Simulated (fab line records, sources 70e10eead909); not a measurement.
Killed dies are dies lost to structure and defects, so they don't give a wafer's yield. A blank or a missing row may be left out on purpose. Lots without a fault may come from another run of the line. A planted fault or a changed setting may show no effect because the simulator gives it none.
Which tool did it? | flow nand_harc | 24 lots, 72 wafers sampled, at 6 steps of a route of 1302

WHAT THE GAUGES READ, wafer by wafer
NHARC_P_BONDPAD_CD_MEAS_09: target cd 500 nm.
lot  | measured     | on        | cd_nm (nm)
L074 | day 6 14:04  | cd_sem-02 | 500.2 499.4 498.7
L075 | day 6 20:37  | cd_sem-03 | 495.1 499.7 501.1
L076 | day 7 08:35  | cd_sem-02 | 503.7 503.2 500.9
L077 | day 8 02:07  | cd_sem-03 | 499.0 499.5 502.8
L078 | day 8 05:54  | cd_sem-01 | 493.6 498.2 498.9
L079 | day 8 17:36  | cd_sem-01 | 501.4 502.9 502.8
L080 | day 9 01:41  | cd_sem-01 | 503.5 502.6 501.5
L081 | day 9 13:47  | cd_sem-03 | 502.9 505.3 499.8
L082 | day 10 06:06 | cd_sem-02 | 499.3 497.9 500.6
L083 | day 10 10:48 | cd_sem-03 | 496.8 498.9 499.0
L084 | day 11 00:39 | cd_sem-03 | 502.8 500.0 500.2
L085 | day 11 01:35 | cd_sem-01 | 500.6 501.9 502.2
L086 | day 11 10:36 | cd_sem-03 | 503.4 502.6 502.9
L087 | day 12 04:21 | cd_sem-02 | 498.9 499.8 497.2
L088 | day 12 17:30 | cd_sem-03 | 498.0 497.5 498.2
L089 | day 12 19:53 | cd_sem-03 | 500.0 501.0 500.7
L091 | day 13 16:55 | cd_sem-01 | 497.7 495.9 499.2
L090 | day 13 17:47 | cd_sem-02 | 499.2 496.7 499.2
L093 | day 14 09:20 | cd_sem-03 | 501.7 499.2 498.6
L092 | day 14 09:44 | cd_sem-01 | 502.8 500.9 498.7
L094 | day 15 00:43 | cd_sem-01 | 499.4 502.4 501.1
L095 | day 15 14:31 | cd_sem-01 | 501.5 498.7 497.2
L096 | day 15 22:09 | cd_sem-02 | 496.9 500.8 497.2
L097 | day 16 11:02 | cd_sem-03 | 499.2 503.2 498.7

NHARC_A_ONON_D2_THK_MEAS_08: measures by ellipsometry.
lot  | measured     | on            | thk_nm (nm)
L074 | day 12 07:58 | film_metro-01 | 1003 1005 1005
L075 | day 12 17:43 | film_metro-01 | 1002 1002 1002
L076 | day 13 10:06 | film_metro-01 | 989 988 987
L077 | day 13 22:25 | film_metro-02 | 1000 1001 1000
L078 | day 13 22:25 | film_metro-01 | 990 988 991
L079 | day 14 15:19 | film_metro-02 | 1004 1007 1006
L080 | day 14 15:20 | film_metro-01 | 1000 1002 1001
L081 | day 15 10:57 | film_metro-01 | 991 991 990
L082 | day 15 22:13 | film_metro-01 | 995 995 996
L083 | day 16 00:50 | film_metro-02 | 1004 1003 1004
L084 | day 16 20:06 | film_metro-01 | 997 996 995
L085 | day 16 20:09 | film_metro-01 | 998 997 997
L086 | day 17 05:28 | film_metro-01 | 988 987 988
L087 | day 17 15:07 | film_metro-02 | 1011 1011 1012
L088 | day 18 14:07 | film_metro-02 | 1005 1006 1004
L089 | day 18 14:17 | film_metro-02 | 993 993 994
L091 | day 19 10:55 | film_metro-01 | 1000 1001 1000
L090 | day 19 11:02 | film_metro-01 | 1017 1014 1015
L093 | day 20 06:05 | film_metro-01 | 999 996 997
L092 | day 20 06:11 | film_metro-02 | 994 994 995
L094 | day 20 21:52 | film_metro-02 | 1000 1000 1002
L095 | day 21 06:14 | film_metro-01 | 1000 1002 1000
L096 | day 21 21:02 | film_metro-02 | 1018 1017 1018
L097 | day 21 23:45 | film_metro-02 | 997 996 998

WHICH TOOL RAN EACH LOT (tool, then ch and the chambers of the sampled wafers, then the start)
lot  | NHARC_P_BONDPAD_DEP_00                     | NHARC_P_BONDPAD_DEGAS_25     | NHARC_P_BONDPAD_ACTIVATE_29        | NHARC_A_CHANNEL_HOLE_D1_ETCH_20
L074 | pecvd-02 ch 0,2, day 6 14:04 or earlier    | pvd_sputter-02, day 6 15:13  | rie_diel-04 ch 0,1,2, day 6 16:54  | har_etch-02 ch 0,1, day 8 09:07
L075 | pecvd-03 ch 0,1,2, day 6 20:37 or earlier  | pvd_sputter-02, day 6 21:46  | rie_diel-06 ch 0,2,3, day 6 23:28  | har_etch-01 ch 0,1, day 8 19:07
L076 | pecvd-03 ch 0,1,2, day 7 07:28             | pvd_sputter-02, day 7 09:44  | rie_diel-04 ch 2,3, day 7 11:25    | har_etch-01 ch 0,1, day 9 12:17
L077 | pecvd-04 ch 0,1, day 8 02:07 or earlier    | pvd_sputter-01, day 8 03:19  | rie_diel-06 ch 0,1,3, day 8 05:01  | har_etch-01 ch 0,1, day 10 01:41
L078 | pecvd-03 ch 0,2, day 8 04:49               | pvd_sputter-01, day 8 07:04  | rie_diel-02 ch 1,3, day 8 08:46    | har_etch-02 ch 0, day 10 03:47
L079 | pecvd-02 ch 0,1,2, day 8 16:31             | pvd_sputter-03, day 8 18:47  | rie_diel-06 ch 0,1,3, day 8 20:27  | har_etch-01 ch 0,1, day 10 22:33
L080 | pecvd-04 ch 0,2, day 9 01:41 or earlier    | pvd_sputter-01, day 9 02:50  | rie_diel-06 ch 2,3, day 9 04:33    | har_etch-02 ch 0,1, day 10 23:50
L081 | pecvd-03 ch 0,1,2, day 9 12:49             | pvd_sputter-01, day 9 14:57  | rie_diel-02 ch 0,3, day 9 16:40    | har_etch-02 ch 0,1, day 11 14:09
L082 | pecvd-03 ch 1,2, day 10 06:06 or earlier   | pvd_sputter-03, day 10 07:16 | rie_diel-04 ch 0,2, day 10 08:56   | har_etch-01 ch 0,1, day 12 01:07
L083 | pecvd-04 ch 0,1,2, day 10 09:37            | pvd_sputter-02, day 10 11:58 | rie_diel-02 ch 1,2, day 10 13:37   | har_etch-01 ch 0, day 12 07:45
L084 | pecvd-04 ch 1,2, day 11 00:39 or earlier   | pvd_sputter-03, day 11 01:49 | rie_diel-04 ch 0,2,3, day 11 03:29 | har_etch-01 ch 0,1, day 12 22:37
L085 | pecvd-03 ch 0,1,2, day 11 01:35 or earlier | pvd_sputter-02, day 11 02:44 | rie_diel-06 ch 1,2, day 11 04:25   | har_etch-02 ch 0,1, day 13 00:43
L086 | pecvd-02 ch 0,2, day 11 10:36 or earlier   | pvd_sputter-03, day 11 11:46 | rie_diel-02 ch 0,1,3, day 11 13:26 | har_etch-01 ch 0,1, day 13 06:58
L087 | pecvd-04 ch 0,1,2, day 12 03:07            | pvd_sputter-02, day 12 05:29 | rie_diel-02 ch 0,1,2, day 12 07:11 | har_etch-02 ch 0,1, day 13 23:25
L088 | pecvd-03 ch 0,1,2, day 12 16:27            | pvd_sputter-01, day 12 18:39 | rie_diel-02 ch 0,1, day 12 20:20   | har_etch-02 ch 0,1, day 14 20:40
L089 | pecvd-02 ch 1,2, day 12 18:52              | pvd_sputter-03, day 12 21:02 | rie_diel-02 ch 0,3, day 12 22:46   | har_etch-01 ch 0,1, day 14 18:10
L091 | pecvd-03 ch 1,2, day 13 15:47              | pvd_sputter-02, day 13 18:04 | rie_diel-04 ch 0,1,3, day 13 20:07 | har_etch-02 ch 0, day 15 14:22
L090 | pecvd-02 ch 0,2, day 13 16:39              | pvd_sputter-02, day 13 18:56 | rie_diel-04 ch 0,1, day 13 20:55   | har_etch-01 ch 0,1, day 15 14:57
L093 | pecvd-04 ch 1,2, day 14 08:07              | pvd_sputter-03, day 14 10:31 | rie_diel-02 ch 1,2,3, day 14 12:14 | har_etch-01 ch 0,1, day 16 13:39
L092 | pecvd-03 ch 0,1,2, day 14 09:44 or earlier | pvd_sputter-02, day 14 10:52 | rie_diel-04 ch 1,2, day 14 12:34   | har_etch-02 ch 0,1, day 16 08:22
L094 | pecvd-04 ch 0,2, day 14 23:35              | pvd_sputter-02, day 15 01:55 | rie_diel-06 ch 0,2,3, day 15 03:36 | har_etch-01 ch 0,1, day 17 01:52
L095 | pecvd-04 ch 0,1,2, day 15 13:21            | pvd_sputter-03, day 15 15:41 | rie_diel-02 ch 0,1, day 15 17:22   | har_etch-01 ch 0,1, day 17 11:31
L096 | pecvd-03 ch 0,1,2, day 15 21:03            | pvd_sputter-01, day 15 23:17 | rie_diel-06 ch 0,2,3, day 16 00:59 | har_etch-02 ch 0,1, day 18 03:16
L097 | pecvd-02 ch 1,2, day 16 09:53              | pvd_sputter-01, day 16 12:14 | rie_diel-02 ch 0,1, day 16 13:57   | har_etch-02 ch 0,1, day 18 09:17
- NHARC_P_BONDPAD_DEP_00: deposits SiCN, target thk 250 nm.
- NHARC_P_BONDPAD_DEGAS_25: time 60 s.
- NHARC_P_BONDPAD_ACTIVATE_29: chemistry N2, time 60 s.
- NHARC_A_CHANNEL_HOLE_D1_ETCH_20: etches the open film in C4F8/O2/Ar, time 361.9 s, target depth 1600 nm.

WHAT THE TOOLS THEMSELVES READ (means of the sampled wafers that have a number; where no wafer has one, the mark that the record gives instead)
NHARC_P_BONDPAD_DEP_00.
lot  | tool     | heater_power_w (W)
L074 | pecvd-02 | 573
L075 | pecvd-03 | 489
L076 | pecvd-03 | 503
L077 | pecvd-04 | 559
L078 | pecvd-03 | 548
L079 | pecvd-02 | 556
L080 | pecvd-04 | 484
L081 | pecvd-03 | 529
L082 | pecvd-03 | 483
L083 | pecvd-04 | 535
L084 | pecvd-04 | 511
L085 | pecvd-03 | 559
L086 | pecvd-02 | 545
L087 | pecvd-04 | 508
L088 | pecvd-03 | 528
L089 | pecvd-02 | 509
L091 | pecvd-03 | 523
L090 | pecvd-02 | 518
L093 | pecvd-04 | 597
L092 | pecvd-03 | 541
L094 | pecvd-04 | 483
L095 | pecvd-04 | 566
L096 | pecvd-03 | 533
L097 | pecvd-02 | 476

NHARC_P_BONDPAD_DEGAS_25.
lot  | tool           | heater_power_w (W)
L074 | pvd_sputter-02 | 512
L075 | pvd_sputter-02 | 511
L076 | pvd_sputter-02 | 481
L077 | pvd_sputter-01 | 448
L078 | pvd_sputter-01 | 453
L079 | pvd_sputter-03 | 483
L080 | pvd_sputter-01 | 443
L081 | pvd_sputter-01 | 440
L082 | pvd_sputter-03 | 415
L083 | pvd_sputter-02 | 491
L084 | pvd_sputter-03 | 412
L085 | pvd_sputter-02 | 485
L086 | pvd_sputter-03 | 445
L087 | pvd_sputter-02 | 522
L088 | pvd_sputter-01 | 472
L089 | pvd_sputter-03 | 422
L091 | pvd_sputter-02 | 528
L090 | pvd_sputter-02 | 505
L093 | pvd_sputter-03 | 440
L092 | pvd_sputter-02 | 538
L094 | pvd_sputter-02 | 494
L095 | pvd_sputter-03 | 444
L096 | pvd_sputter-01 | 450
L097 | pvd_sputter-01 | 441

NHARC_P_BONDPAD_ACTIVATE_29.
lot  | tool        | drypump_motor_current_A (A) | oes_product_au (a.u.) | rf_vpp_V (V) | showerhead_plenum_p_Torr (Torr)
L074 | rie_diel-04 | 5.4                         | 1.012                 | 63.8         | 1.83
L075 | rie_diel-06 | 6.2                         | 1.016                 | 63.3         | 1.71
L076 | rie_diel-04 | 5.7                         | 1.000                 | 64.7         | 1.89
L077 | rie_diel-06 | 5.9                         | 1.003                 | 64.7         | 1.75
L078 | rie_diel-02 | 5.8                         | 1.002                 | 64.3         | 1.85
L079 | rie_diel-06 | 6.0                         | 1.002                 | 63.5         | 1.75
L080 | rie_diel-06 | 6.1                         | 1.006                 | 63.2         | 1.70
L081 | rie_diel-02 | 5.9                         | 1.012                 | 64.5         | 1.79
L082 | rie_diel-04 | 5.1                         | 1.000                 | 64.5         | 1.86
L083 | rie_diel-02 | 6.3                         | 1.002                 | 64.6         | 1.84
L084 | rie_diel-04 | 5.5                         | 0.995                 | 64.9         | 1.87
L085 | rie_diel-06 | 6.4                         | 1.001                 | 63.5         | 1.78
L086 | rie_diel-02 | 6.1                         | 1.008                 | 64.1         | 1.81
L087 | rie_diel-02 | 6.3                         | 1.006                 | 64.6         | 1.78
L088 | rie_diel-02 | 6.3                         | 1.013                 | 64.5         | 1.83
L089 | rie_diel-02 | 5.9                         | 1.003                 | 64.9         | 1.79
L091 | rie_diel-04 | 5.7                         | 1.009                 | 64.3         | 1.84
L090 | rie_diel-04 | 5.5                         | 1.007                 | 64.5         | 1.82
L093 | rie_diel-02 | 6.1                         | 1.002                 | 64.4         | 1.82
L092 | rie_diel-04 | 5.5                         | 1.005                 | 64.0         | 1.80
L094 | rie_diel-06 | 6.2                         | 1.004                 | 63.5         | 1.71
L095 | rie_diel-02 | 6.3                         | 1.008                 | 64.2         | 1.76
L096 | rie_diel-06 | 6.2                         | 1.003                 | 63.8         | 1.71
L097 | rie_diel-02 | 6.3                         | 1.009                 | 64.3         | 1.83

NHARC_A_CHANNEL_HOLE_D1_ETCH_20.
lot  | tool        | drypump_motor_current_A (A) | oes_air_line_au (a.u.) | showerhead_plenum_p_Torr (Torr) | throttle_valve_pct (%)
L074 | har_etch-02 | 6.3                         | 0.978                  | 3.66                            | 32.160
L075 | har_etch-01 | 6.2                         | 0.987                  | 3.72                            | 32.153
L076 | har_etch-01 | 6.3                         | 0.966                  | 3.72                            | 32.154
L077 | har_etch-01 | 6.0                         | 1.009                  | 3.70                            | 32.162
L078 | har_etch-02 | 6.6                         | 0.971                  | 3.75                            | 32.159
L079 | har_etch-01 | 6.3                         | 1.003                  | 3.71                            | 32.152
L080 | har_etch-02 | 6.3                         | 0.977                  | 3.64                            | 32.166
L081 | har_etch-02 | 6.3                         | 0.999                  | 3.63                            | 32.157
L082 | har_etch-01 | 6.0                         | 0.980                  | 3.69                            | 32.163
L083 | har_etch-01 | 6.6                         | 0.980                  | 3.71                            | 32.157
L084 | har_etch-01 | 6.3                         | 1.007                  | 3.69                            | 32.157
L085 | har_etch-02 | 6.3                         | 0.983                  | 3.62                            | 32.165
L086 | har_etch-01 | 6.0                         | 1.008                  | 3.68                            | 32.155
L087 | har_etch-02 | 6.3                         | 0.979                  | 3.62                            | 32.159
L088 | har_etch-02 | 6.3                         | 0.982                  | 3.61                            | 32.156
L089 | har_etch-01 | 6.3                         | 1.016                  | 3.68                            | 32.159
L091 | har_etch-02 | 6.6                         | 0.999                  | 3.71                            | 32.162
L090 | har_etch-01 | 6.3                         | 1.014                  | 3.67                            | 32.162
L093 | har_etch-01 | 6.0                         | 0.997                  | 3.65                            | 32.148
L092 | har_etch-02 | 6.5                         | 1.017                  | 3.65                            | 32.157
L094 | har_etch-01 | 6.3                         | 1.017                  | 3.66                            | 32.160
L095 | har_etch-01 | 6.0                         | 0.992                  | 3.64                            | 32.151
L096 | har_etch-02 | 6.5                         | 0.991                  | 3.78                            | 32.162
L097 | har_etch-02 | 6.3                         | 1.021                  | 3.85                            | 32.153

THE ANSWER, worked out from the rows above alone
Rule: what is usual is taken from the lots themselves. Put in order of their means at a reading, lots are off if they are a third of the lots or fewer, leave a main group of 4 or more, and stand apart from it by a gap of 3 or more times the standard deviation of the main group's means; of several such gaps the widest counts. A main group whose means are all the same, to the digits that the tables above print for the reading, isn't used. A lot without any number at a reading at which 4 lots or more have one is off too. The other lots that the step has rows for count as sound. The gauges are gone through in route order, then the tools' own readings, and for those a lot's mean is taken as printed above. The first step at which some lot is off is used, and at that step the reading that is off furthest; a lot without a number counts as furthest.
No lot is off at any reading shown: from this, nothing can be told.

WHAT THE SIMULATOR HAD PUT IN
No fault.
